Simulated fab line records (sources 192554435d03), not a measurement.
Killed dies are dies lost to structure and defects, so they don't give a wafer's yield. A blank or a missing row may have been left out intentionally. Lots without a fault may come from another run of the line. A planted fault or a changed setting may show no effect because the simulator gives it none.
Struck lot and sound lot, side by side :: flow n5_finfet :: 44 steps out of a route of 1938
Sound: the wafers L122.1, L122.2, L122.6. Struck: wafer L131.5 (left out: L131.6, a lot-mate that was not struck); the cause follows at the end.
Order at every step that has rows: each side's tool, ch and its chambers, its first start. Under that, the readings that differ: sound wafers :: struck wafers :: difference of the means :: sigmas: that difference in standard deviations of wafers without a fault.
alike: readings whose means differ by less than 2 such deviations, and words and numbers that are the same on both sides. not compared: withheld readings, readings that some wafer has no value for, bounds like >300 that may hide the same value, and numbers for which the record gives no deviation and whose values overlap.
The two part at a step that has a row with sigmas, a row that says differs or no value, or rows on one side only. Non-overlapping numbers with no deviation appear without sigmas and do not part them. A reading that every wafer of one side lacks parts them only if that side has two wafers or more.

first, 3 steps without rows for these wafers: N5_BEOL_M2_ANNEAL_95 (time 240 s); N5_BEOL_M2_SPUTTER_96 (material Cu, target thk 4.5 nm, time 8.29 s); N5_BEOL_M2_ECD_50 (material Cu, target thk 300 nm).
N5_BEOL_M2_ANNEAL_51: time 90 s.
  sound on rtp_anneal-01 ch 0, day 8 15:58; struck on rtp_anneal-01 ch 0, day 10 18:52
  alike: anneal_temp_c_max, wafer_temp_C_max
then, 1 step without rows for these wafers: N5_BEOL_M2_CMP_52 (polishes, stops on SiOC, t overpolish 6.8 s, target thk 40 nm).
N5_BEOL_M2_THK_MEAS_53: measures by xrf.
  sound on film_metro-02 at day 8 16:34; struck on film_metro-02 at day 10 19:16
  alike: M2_THK
then, 1 step without rows for these wafers: N5_BEOL_M2_PRE_CLEAN_60 (time 15 s).
N5_BEOL_M2_CO_CAP_55: material Co, precursor CCTBA/H2, target thk 2 nm, time 102.1 s.
  sound on cvd_co-01 ch 0,2, day 8 16:39; struck on cvd_co-02 ch 1, day 10 19:23
  alike: heater_power_w
  not compared: since_wet_clean_h
then, 1 step without rows for these wafers: N5_BEOL_M2_PRE_CLEAN_56 (time 15 s).
N5_BEOL_M2_DEP_57: deposits SiCN from 3MS/NH3, target thk 8 nm, time 14 s.
  sound on pecvd-04 ch 0,1,2, day 8 16:46; struck on pecvd-04 ch 0, day 10 19:29
  alike: showerhead_plenum_p_Torr, throttle_valve_pct
  not compared: since_wet_clean_h
N5_BEOL_M2_RS_MEAS_58: uses a four-point probe to measure.
  sound on film_metro-02 at day 8 16:50; struck on film_metro-02 at day 10 19:32
  alike: M2_RS
N5_BEOL_M2_INSPECT_59: inspects for defects (darkfield).
  sound on defect_inspect-01 at day 8 16:52; struck on defect_inspect-01 at day 10 19:34
  alike: raw_defect_count
N5_BEOL_M3_ILD_DEP_00: deposits SiOC from DEMS/O2, target thk 79 nm, time 15.3 s.
  sound on pecvd-02 ch 0,2, day 8 16:53; struck on pecvd-03 ch 1, day 10 19:37
reading: model.SiOC_of_BEOL_M3_ILD_DEP_00.thk_nm (nm)
sound: 79.4 77.8 79.8
struck: 47.8
difference: -31.2
sigmas: 
  alike: heater_power_w, showerhead_plenum_p_Torr, throttle_valve_pct
  not compared: since_wet_clean_h
N5_BEOL_M3_THK_MEAS_01:
  sound on film_metro-02 at day 8 16:59; struck on film_metro-02 at day 10 19:40
reading: M3_ILD_THK (nm)
sound: 79.4 77.9 79.8
struck: 47.8
difference: -31.2
sigmas: -31
then, 1 step without rows for these wafers: N5_BEOL_M3_PECVD_72 (deposits SiO2 from TEOS/O2, target thk 16 nm, time 18 s).
N5_BEOL_M3_HM_DEP_02: deposits TiN, target thk 20 nm.
  sound on pvd_sputter-02 at day 8 17:46; struck on pvd_sputter-03 at day 10 21:36
  alike: throttle_valve_pct
then, 9 steps without rows for these wafers: N5_BEOL_M3_COAT_61 (time 60 s, resist thk 60 nm); N5_BEOL_M3_COAT_62 (time 60 s, resist thk 12 nm); N5_BEOL_M3_COAT_73 (time 60 s, resist thk 5 nm); N5_BEOL_M3_COAT_05 (resist thk 30 nm); N5_BEOL_M3_EBR_07; N5_BEOL_M3_SOFTBAKE_06 (time 60 s); N5_BEOL_M3_EXPOSE_08 (exposes mask M3); N5_BEOL_M3_PEB_09 (peb time 60 s); N5_BEOL_M3_DEVELOP_10 (develop time 30 s).
N5_BEOL_M3_CD_MEAS_11 targets a cd of 17.05 nm.
  sound on cd_sem-03 ch 0, day 8 18:09; struck on cd_sem-03 ch 0, day 10 22:04
  alike: cd_nm
N5_BEOL_M3_OVL_MEAS_12:
  sound on overlay-01 ch 0, day 8 18:11; struck on overlay-01 ch 0, day 10 22:07
  alike: M3_OVL
N5_BEOL_M3_INSPECT_13: inspects for defects (brightfield).
  sound on defect_inspect-02 at day 8 18:14; struck on defect_inspect-01 at day 10 22:08
  alike: raw_defect_count
then, 6 steps without rows for these wafers: N5_BEOL_M3_DESCUM_16 (chemistry O2, time 7 s); N5_BEOL_M3_ETCH_74 (etches underlayer in N2/H2, target depth 6.5 nm, time 5.2 s); N5_BEOL_M3_ETCH_63 (etches SiARC in CF4, target depth 15.6 nm, time 26 s); N5_BEOL_M3_ETCH_64 (etches SOC in N2/H2, target depth 75 nm, overetch 15 nm, time 112.5 s); N5_BEOL_M3_STRIP_65 (strips in N2/H2); N5_BEOL_M3_STRIP_75 (strips in N2/H2).
N5_BEOL_M3_STRIP_66: strips in CF4.
  sound on rie_diel-02 ch 0,2,3, day 8 18:29; struck on rie_diel-02 ch 0, day 10 22:33
  alike: drypump_motor_current_A, oes_product_au, rf_vpp_V, showerhead_plenum_p_Torr, throttle_valve_pct
  not compared: rf_hours_counter_h
then, 2 steps without rows for these wafers: N5_BEOL_M3_HM_OPEN_17 (chemistry Cl2/BCl3, target TiN, target depth 20 nm, overetch 6 nm); N5_BEOL_M3_STRIP_19 (strips in O2).
N5_BEOL_M3_CD_MEAS_18: pitch 36 nm, target cd 18 nm.
  sound on cd_sem-02 at day 8 18:42; struck on cd_sem-02 at day 10 22:46
  alike: cd_nm
then, 4 steps without rows for these wafers: N5_BEOL_M3_COAT_67 (time 60 s, resist thk 60 nm); N5_BEOL_M3_COAT_68 (time 60 s, resist thk 12 nm); N5_BEOL_M3_COAT_76 (time 60 s, resist thk 5 nm); N5_BEOL_M3_COAT_22 (resist thk 30 nm).
N5_BEOL_M3_CMP_52: polishes, stops on SiOC, t overpolish 6.8 s, target thk 40 nm.
  sound on cmp-04 ch 1,2,3, day 8 23:19; struck on cmp-03 ch 0, day 11 07:25
reading: model.SiOC_of_BEOL_M3_ILD_DEP_00.thk_nm (nm)
sound: 76.4 74.8 76.8
struck: 44.8
difference: -31.2
sigmas: 

reading: model.Cu_of_BEOL_M3_ECD_50.thk_nm (nm)
sound: 40.6 39.6 40.4
struck: 8.8
difference: -31.4
sigmas: 
  alike: motor_current_A
N5_BEOL_M4_RC_MEAS_101:
  the record has rows for the sound wafers here (prober-02 ch 0, day 9 11:56) and none for the struck ones

## WHERE THEY PART
At N5_BEOL_M3_THK_MEAS_01 first; at N5_BEOL_M4_RC_MEAS_101 last (within this record only).

WHY: what had been put in by the simulator
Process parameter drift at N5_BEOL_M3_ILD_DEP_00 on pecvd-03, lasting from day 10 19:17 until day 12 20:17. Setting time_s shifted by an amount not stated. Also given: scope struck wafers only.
